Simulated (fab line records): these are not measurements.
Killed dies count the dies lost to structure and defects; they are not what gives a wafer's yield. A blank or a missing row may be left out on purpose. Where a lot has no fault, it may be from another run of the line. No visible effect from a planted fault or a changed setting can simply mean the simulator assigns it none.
Split-lot study || flow n5Finfet || route with 1938 steps; 7 lots, 21 wafers read

THE SPLIT
At N5_BEOL_M11_TRENCH_ETCH_37 (etches SiCOH lowk in C4F6/O2, target depth 148.83 nm, time 48 s), the setting timeS was moved away from the recipe's 48 s on 9 of the 21 wafers read, by -14.7% to +17.4%. This setting was run at the recipe's value on the other wafers.

FROM THE SPLIT TO THE READING: what the file shows between them, 11 steps
- N5_BEOL_M11_ETCH_41: etches SiCN in CH3F/O2, target depth 42.6 nm, time 86 s
- N5_BEOL_M11_STRIP_77: strips in N2/H2, time 10 s
- N5_BEOL_M11_OCD_MEAS_38
- N5_BEOL_M11_HM_STRIP_39: strips TiN in peroxide tin strip, target depth 25 nm, time 158 s
- N5_BEOL_M11_SRD_40: time 30 s
- N5_BEOL_M11_ECD_50: material Cu, target thk 318 nm
- N5_BEOL_M11_ANNEAL_51: time 90 s
- N5_BEOL_M11_CMP_52: polishes, stops on SiCOH lowk, t overpolish 7 s, target thk 140 nm
- N5_BEOL_M11_THK_MEAS_53: measures by xrf
- N5_BEOL_M11_PRE_CLEAN_55: time 15 s
- N5_BEOL_M11_DEP_56: deposits SiCN from 3MS/NH3, target thk 30 nm, time 10.5 s

THE READING
M11_RS in ohm/sq, measured at N5_BEOL_M11_RS_MEAS_57 by four-point-probe. Fault-free wafers of this fab line usually give 0.150 ohm/sq, standard deviation 0.0035 ohm/sq.

{"wafer": "L076.1", "tool, chamber at the split": "rieDiel-03, 3", "timeS as run, s": 52.53, "against the recipe": "+9.4%", "M11_RS, ohm/sq": 0.133, "against lot-mates on the recipe": -0.024}
{"wafer": "L076.2", "tool, chamber at the split": "rieDiel-03, 2", "timeS as run, s": 48, "against the recipe": "recipe", "M11_RS, ohm/sq": 0.157, "against lot-mates on the recipe": "-"}
{"wafer": "L076.6", "tool, chamber at the split": "rieDiel-03, 1", "timeS as run, s": 52.53, "against the recipe": "+9.4%", "M11_RS, ohm/sq": 0.137, "against lot-mates on the recipe": -0.020}
{"wafer": "L074.3", "tool, chamber at the split": "rieDiel-06, 1", "timeS as run, s": 48, "against the recipe": "recipe", "M11_RS, ohm/sq": 0.146, "against lot-mates on the recipe": "-"}
{"wafer": "L074.4", "tool, chamber at the split": "rieDiel-06, 0", "timeS as run, s": 48, "against the recipe": "recipe", "M11_RS, ohm/sq": 0.148, "against lot-mates on the recipe": "-"}
{"wafer": "L074.6", "tool, chamber at the split": "rieDiel-06, 1", "timeS as run, s": 48, "against the recipe": "recipe", "M11_RS, ohm/sq": 0.148, "against lot-mates on the recipe": "-"}
{"wafer": "L078.1", "tool, chamber at the split": "rieDiel-06, 0", "timeS as run, s": 48, "against the recipe": "recipe", "M11_RS, ohm/sq": 0.148, "against lot-mates on the recipe": "-"}
{"wafer": "L078.3", "tool, chamber at the split": "rieDiel-06, 3", "timeS as run, s": 48, "against the recipe": "recipe", "M11_RS, ohm/sq": 0.152, "against lot-mates on the recipe": "-"}
{"wafer": "L078.5", "tool, chamber at the split": "rieDiel-06, 3", "timeS as run, s": 48, "against the recipe": "recipe", "M11_RS, ohm/sq": 0.153, "against lot-mates on the recipe": "-"}
{"wafer": "L086.3", "tool, chamber at the split": "rieDiel-05, 3", "timeS as run, s": 52.07, "against the recipe": "+8.5%", "M11_RS, ohm/sq": 0.137, "against lot-mates on the recipe": -0.009}
{"wafer": "L086.4", "tool, chamber at the split": "rieDiel-05, 0", "timeS as run, s": 48, "against the recipe": "recipe", "M11_RS, ohm/sq": 0.148, "against lot-mates on the recipe": "-"}
{"wafer": "L086.5", "tool, chamber at the split": "rieDiel-05, 2", "timeS as run, s": 48, "against the recipe": "recipe", "M11_RS, ohm/sq": 0.144, "against lot-mates on the recipe": "-"}
{"wafer": "L095.4", "tool, chamber at the split": "rieDiel-05, 2", "timeS as run, s": 48, "against the recipe": "recipe", "M11_RS, ohm/sq": 0.145, "against lot-mates on the recipe": "-"}
{"wafer": "L095.5", "tool, chamber at the split": "rieDiel-05, 0", "timeS as run, s": 53.14, "against the recipe": "+10.7%", "M11_RS, ohm/sq": 0.131, "against lot-mates on the recipe": -0.014}
{"wafer": "L095.6", "tool, chamber at the split": "rieDiel-05, 1", "timeS as run, s": 53.14, "against the recipe": "+10.7%", "M11_RS, ohm/sq": 0.129, "against lot-mates on the recipe": -0.016}
{"wafer": "L093.4", "tool, chamber at the split": "rieDiel-05, 1", "timeS as run, s": 40.94, "against the recipe": "-14.7%", "M11_RS, ohm/sq": 0.179, "against lot-mates on the recipe": "+0.030"}
{"wafer": "L093.5", "tool, chamber at the split": "rieDiel-05, 1", "timeS as run, s": 48, "against the recipe": "recipe", "M11_RS, ohm/sq": 0.149, "against lot-mates on the recipe": "-"}
{"wafer": "L093.6", "tool, chamber at the split": "rieDiel-05, 0", "timeS as run, s": 40.94, "against the recipe": "-14.7%", "M11_RS, ohm/sq": 0.181, "against lot-mates on the recipe": "+0.032"}
{"wafer": "L097.1", "tool, chamber at the split": "rieDiel-06, 2", "timeS as run, s": 48, "against the recipe": "recipe", "M11_RS, ohm/sq": 0.151, "against lot-mates on the recipe": "-"}
{"wafer": "L097.3", "tool, chamber at the split": "rieDiel-06, 1", "timeS as run, s": 56.34, "against the recipe": "+17.4%", "M11_RS, ohm/sq": 0.121, "against lot-mates on the recipe": -0.030}
{"wafer": "L097.6", "tool, chamber at the split": "rieDiel-06, 3", "timeS as run, s": 56.34, "against the recipe": "+17.4%", "M11_RS, ohm/sq": 0.127, "against lot-mates on the recipe": -0.024}

FIT RESULTS
A straight line over all 21 wafers: M11_RS changes by -0.00173 ohm/sq for each +1% of timeS; r = -0.97; the points scatter about the line by 0.0038 ohm/sq.
The same after taking each lot's own level away (the mean of its wafers on the recipe; 21 wafers): -0.00179 ohm/sq for each +1%; r = -0.97; scatter 0.0035 ohm/sq.
Per that fit: largest timeS move, reading shift of 0.031 ohm/sq.
Across the lots, their own levels run from 0.1450 to 0.1570 ohm/sq, a range of 3.4 times the standard deviation given above.
The two slopes are in agreement: the lot-to-lot level therefore moves the slope only a little.
Check: -0.0302 ohm/sq against its lot-mates is what the line predicts for one of the wafers moved furthest among these (+17.4%) when that wafer is left out of the fit. It came out at -0.03 ohm/sq against them.

ADDITIONAL SPLITS CARRIED BY THESE WAFERS
Note: prior to the reading, these wafers also went through further splits. Each is held against what the fit with the lots' levels taken away leaves over:
{"other split on the same wafers": "N5_BEOL_M10_ILD_DEP_00 timeS", "wafers away from the commonest value": 9, "r with M11_RS (lot level and that fit taken away)": "+0.04"}
{"other split on the same wafers": "N5_BEOL_M10_COAT_22 spinRpm", "wafers away from the commonest value": 7, "r with M11_RS (lot level and that fit taken away)": "+0.02"}
{"other split on the same wafers": "N5_BEOL_M10_PEB_26 pebTimeS", "wafers away from the commonest value": 3, "r with M11_RS (lot level and that fit taken away)": -0.06}
{"other split on the same wafers": "N5_BEOL_M11_VIA_ETCH_34 timeS", "wafers away from the commonest value": 13, "r with M11_RS (lot level and that fit taken away)": -0.32}

THE WHOLE CHAIN: every reading that the file lists as answering this split, in the file's order
{"step": "N5_BEOL_M11_TRENCH_ETCH_37", "what it does": "etches SiCOH lowk in C4F6/O2, target depth 148.83 nm, time 48 s", "reading": "BEOL_M11.featureDepthNm (the simulator's own value, which no gauge read)", "change (the file's fit)": "+1.58 nm for each +1% of the setting", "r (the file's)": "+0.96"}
{"step": "N5_BEOL_M11_TRENCH_ETCH_37", "what it does": "etches SiCOH lowk in C4F6/O2, target depth 148.83 nm, time 48 s", "reading": "etch.depthNm (the simulator's own value, which no gauge read)", "change (the file's fit)": "+1.58 nm for each +1% of the setting", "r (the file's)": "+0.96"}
{"step": "N5_BEOL_M11_TRENCH_ETCH_37", "what it does": "etches SiCOH lowk in C4F6/O2, target depth 148.83 nm, time 48 s", "reading": "TiN_of_BEOL_M11_HM_DEP_02.thkNm (the simulator's own value, which no gauge read)", "change (the file's fit)": "-0.0491 nm for each +1% of the setting", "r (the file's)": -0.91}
{"step": "N5_BEOL_M11_OCD_MEAS_38", "what it does": "", "reading": "trenchDepthNm", "change (the file's fit)": "+1.57 nm for each +1% of the setting", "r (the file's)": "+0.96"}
{"step": "N5_BEOL_M11_CMP_52", "what it does": "polishes, stops on SiCOH lowk, t overpolish 7 s, target thk 140 nm", "reading": "Cu_of_BEOL_M11_ECD_50.thkNm (the simulator's own value, which no gauge read)", "change (the file's fit)": "+1.53 nm for each +1% of the setting", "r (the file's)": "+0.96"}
{"step": "N5_BEOL_M11_THK_MEAS_53", "what it does": "measures by xrf", "reading": "M11_THK", "change (the file's fit)": "+1.51 for each +1% of the setting", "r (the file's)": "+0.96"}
{"step": "N5_BEOL_M11_RS_MEAS_57", "what it does": "measures by four-point-probe", "reading": "M11_RS", "change (the file's fit)": "-0.0017 for each +1% of the setting", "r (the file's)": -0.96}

THE FILE'S OWN FIT
M11_RS changes by -0.0017 ohm/sq for each +1% of timeS, r = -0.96.
